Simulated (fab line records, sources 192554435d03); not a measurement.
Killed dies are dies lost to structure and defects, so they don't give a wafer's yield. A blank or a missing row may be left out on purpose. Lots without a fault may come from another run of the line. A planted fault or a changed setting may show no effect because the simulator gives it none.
Which tool did it? | flow n5_finfet | 9 lots, 27 wafers sampled, at 5 steps of a route of 1938

WHAT THE GAUGES READ, wafer by wafer
N5_BEOL_M4_RC_MEAS_101.
lot  | measured     | on        | DIBL_N (mV/V)
L473 | day 10 05:23 | prober-01 | 33.9 35.8 33.8
L475 | day 9 17:16  | prober-01 | 37.6 35.8 35.0
L477 | day 10 02:59 | prober-01 | 36.7 36.5 37.5
L482 | day 11 17:00 | prober-02 | 35.4 37.9 36.7
L484 | day 12 23:00 | prober-02 | 33.7 38.6 35.6
L490 | day 13 20:44 | prober-01 | 38.0 33.7 34.7
L491 | day 14 11:29 | prober-02 | 34.9 37.0 37.3
L494 | day 15 14:51 | prober-02 | 35.6 34.9 36.8
L496 | day 16 21:25 | prober-01 | 35.7 37.1 35.8

WHICH TOOL RAN EACH LOT (tool, then ch and the chambers of the sampled wafers, then the start)
lot  | N5_MOL_CONTACT_COAG_ETCH_105       | N5_MOL_CONTACT_COAG_ALD_20         | N5_MOL_CONTACT_COAG_SIL_ANNEAL_21 | N5_MOL_CONTACT_COAG_SPUTTER_130
L473 | rie_diel-03 ch 0,1,2, day 4 16:01  | ald_metal-04 ch 0,1,2, day 4 17:42 | rtp_anneal-01 ch 0, day 4 18:06   | pvd_sputter-03, day 4 21:32
L475 | rie_diel-06 ch 0,2,3, day 5 09:37  | ald_metal-03 ch 0,1,3, day 5 10:41 | rtp_anneal-01 ch 0, day 5 11:12   | pvd_sputter-02, day 5 16:00
L477 | rie_diel-03 ch 0,1, day 5 16:56    | ald_metal-04 ch 2,3, day 5 18:02   | rtp_anneal-01 ch 0, day 5 18:25   | pvd_sputter-01, day 5 23:25
L482 | rie_diel-03 ch 0,1,2, day 7 04:04  | ald_metal-03 ch 0,2, day 7 05:10   | rtp_anneal-01 ch 0, day 7 05:34   | pvd_sputter-02, day 7 09:00
L484 | rie_diel-02 ch 0,2, day 7 15:00    | ald_metal-03 ch 0,1, day 7 16:55   | rtp_anneal-02 ch 0, day 7 17:17   | pvd_sputter-01, day 7 20:20
L490 | rie_diel-02 ch 0,3, day 8 21:50    | ald_metal-04 ch 0,1,3, day 8 22:45 | rtp_anneal-02 ch 0, day 8 23:11   | pvd_sputter-02, day 9 04:18
L491 | rie_diel-03 ch 1,2, day 9 03:41    | ald_metal-04 ch 0,1,2, day 9 04:43 | rtp_anneal-02 ch 0, day 9 05:05   | pvd_sputter-02, day 9 10:18
L494 | rie_diel-02 ch 1,2,3, day 9 21:04  | ald_metal-02 ch 0,2,3, day 9 22:05 | rtp_anneal-01 ch 0, day 9 22:32   | pvd_sputter-01, day 10 04:01
L496 | rie_diel-03 ch 0,1,3, day 10 08:29 | ald_metal-03 ch 0,1, day 10 09:28  | rtp_anneal-01 ch 0, day 10 10:00  | pvd_sputter-01, day 10 15:10
- N5_MOL_CONTACT_COAG_ETCH_105: etches SiARC in CF4, target depth 15.6 nm, time 26 s.
- N5_MOL_CONTACT_COAG_ALD_20: deposits TiN, target thk 1.5 nm, pulse time 1 s, purge time 3 s.
- N5_MOL_CONTACT_COAG_SIL_ANNEAL_21: time 60 s.
- N5_MOL_CONTACT_COAG_SPUTTER_130: material Co, target thk 47.5 nm.

THE ANSWER, worked out from the rows above alone
Rule: what is usual is taken from the lots themselves. Put in order of their means at a reading, lots are off if they are a third of the lots or fewer, leave a main group of 4 or more, and stand apart from it by a gap of 3 or more times the standard deviation of the main group's means; of several such gaps the widest counts. A main group whose means are all the same, to the digits that the tables above print for the reading, isn't used. A lot without any number at a reading at which 4 lots or more have one is off too. The other lots that the step has rows for count as sound.
No lot is off at any reading shown: from this, nothing can be told.

WHAT THE SIMULATOR HAD PUT IN
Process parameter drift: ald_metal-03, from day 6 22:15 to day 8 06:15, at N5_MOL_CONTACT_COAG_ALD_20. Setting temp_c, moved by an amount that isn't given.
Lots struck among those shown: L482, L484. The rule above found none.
